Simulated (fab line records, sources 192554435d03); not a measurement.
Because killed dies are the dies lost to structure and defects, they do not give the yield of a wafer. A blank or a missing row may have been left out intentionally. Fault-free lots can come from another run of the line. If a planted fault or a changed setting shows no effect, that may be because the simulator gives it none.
Matching of chambers + flow n5_finfet + N5_SD_EPI_N_ETCH_45 on rie_diel-02: 4 sister chambers
The step etches SiOCN in CH3F/O2, target depth 6 nm. 8 wafers are shown with their chamber, then 8 later ones without.

== EACH WAFER AND ITS CHAMBER ==
| wafer  | chamber | throttle_valve_pct (%) | showerhead_plenum_p_Torr (Torr) |
|--------|---------|------------------------|---------------------------------|
| L086.1 | 3       | 23.28                  | 1.96                            |
| L088.1 | 3       | 23.30                  | 1.96                            |
| L088.2 | 1       | 23.62                  | 1.98                            |
| L088.4 | 2       | 23.10                  | 2.09                            |
| L090.1 | 1       | 23.64                  | 1.97                            |
| L090.2 | 2       | 23.09                  | 2.09                            |
| L090.4 | 0       | 23.61                  | 2.02                            |
| L092.3 | 0       | 23.62                  | 2.02                            |

== WAFERS MISSING THEIR CHAMBER ==
| wafer  | throttle_valve_pct (%) | showerhead_plenum_p_Torr (Torr) |
|--------|------------------------|---------------------------------|
| L092.4 | 23.63                  | 1.97                            |
| L092.5 | 23.64                  | 1.97                            |
| L093.1 | 23.08                  | 1.96                            |
| L093.3 | 23.11                  | 2.08                            |
| L093.5 | 23.07                  | 1.96                            |
| L094.1 | 23.10                  | 2.08                            |
| L094.2 | 23.65                  | 1.97                            |
| L094.5 | 23.12                  | 2.08                            |

== WHICH CHAMBER EACH WENT THROUGH ==
| wafer  | from the rows above | in truth |
|--------|---------------------|----------|
| L092.4 | 1                   | 1        |
| L092.5 | 1                   | 1        |
| L093.1 | 3                   | 3        |
| L093.3 | 2                   | 2        |
| L093.5 | 3                   | 3        |
| L094.1 | 2                   | 2        |
| L094.2 | 1                   | 1        |
| L094.5 | 2                   | 2        |
Placed correctly: 8 of 8. Not placeable from these rows: 0. Wrongly placed: 0.
How it was worked out, from the rows above alone: a wafer's distance from a chamber is the root of the sum, over the readings, of the square of ((its reading less the chamber's mean) divided by the reading's scatter). The wafer belongs to the nearest chamber; if the next one is less than 2 further off, it can't be placed. For every chamber, the mean is computed from those of its wafers that are shown. The scatter is the square root of a quotient: the sum, over the shown wafers, of each reading's squared deviation from its chamber's mean, divided by wafers minus chambers.
